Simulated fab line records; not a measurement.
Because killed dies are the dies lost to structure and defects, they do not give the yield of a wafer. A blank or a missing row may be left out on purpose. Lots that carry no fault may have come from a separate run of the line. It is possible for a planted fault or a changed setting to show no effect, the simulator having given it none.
Chamber matching	flow nand_harc	NHARC_P_GATE_STRIP_101 on rie_diel-06 has 3 sister chambers
The step strips in O2, time 20 s. 14 wafers are shown with their chamber, then 6 later ones without.

## WAFERS PAIRED WITH THEIR CHAMBERS
wafer	chamber	showerhead_plenum_p_Torr (Torr)	drypump_motor_current_A (A)	rf_vpp_V (V)
L140.2	2	3.72	5.0	58.0
L140.4	3	3.71	6.7	58.3
L140.6	0	3.51	5.3	58.2
L142.1	0	3.51	5.3	57.4
L142.2	2	3.72	5.0	58.0
L142.6	0	3.51	5.3	58.1
L143.1	2	3.72	5.0	58.0
L143.2	0	3.51	5.3	57.0
L143.3	3	3.71	6.6	58.2
L147.4	0	3.50	5.3	56.9
L147.5	2	3.71	5.1	59.7
L147.6	3	3.71	6.7	58.1
L148.1	0	3.50	5.3	56.2
L148.4	3	3.71	6.6	57.3

SIGNATURES (means of the wafers above)
reading	chamber 0	chamber 2	chamber 3	scatter within a chamber
showerhead_plenum_p_Torr	3.5067	3.7175	3.7100	0.00435
drypump_motor_current_A	5.300	5.025	6.650	0.0399
rf_vpp_V	57.300	58.425	57.975	0.721
Rule: a wafer lies at a distance from a chamber equal to the root of the sum of squares, over the readings, of (its reading less the chamber's mean, divided by the reading's scatter). The wafer belongs to the nearest chamber; if the next one is less than 2 further off, it can't be placed. The scatter: take each reading less its chamber's mean, square it, sum over the shown wafers, divide by the number of wafers less the number of chambers, and take the root.

## WAFERS WITH NO CHAMBER GIVEN
wafer	showerhead_plenum_p_Torr (Torr)	drypump_motor_current_A (A)	rf_vpp_V (V)
L148.6	3.71	5.0	56.8
L153.3	3.50	5.3	57.8
L153.4	3.71	5.0	58.4
L153.6	3.70	6.6	57.2
L161.3	3.49	5.3	56.8
L161.5	3.50	5.3	58.4

## CHAMBER TAKEN BY EACH
wafer	from the rows above	in truth
L148.6	2	2
L153.3	0	0
L153.4	2	2
L153.6	3	3
L161.3	0	0
L161.5	0	0
Correctly placed: 6 of 6. Number that these rows cannot place: 0. Wrongly placed: 0.
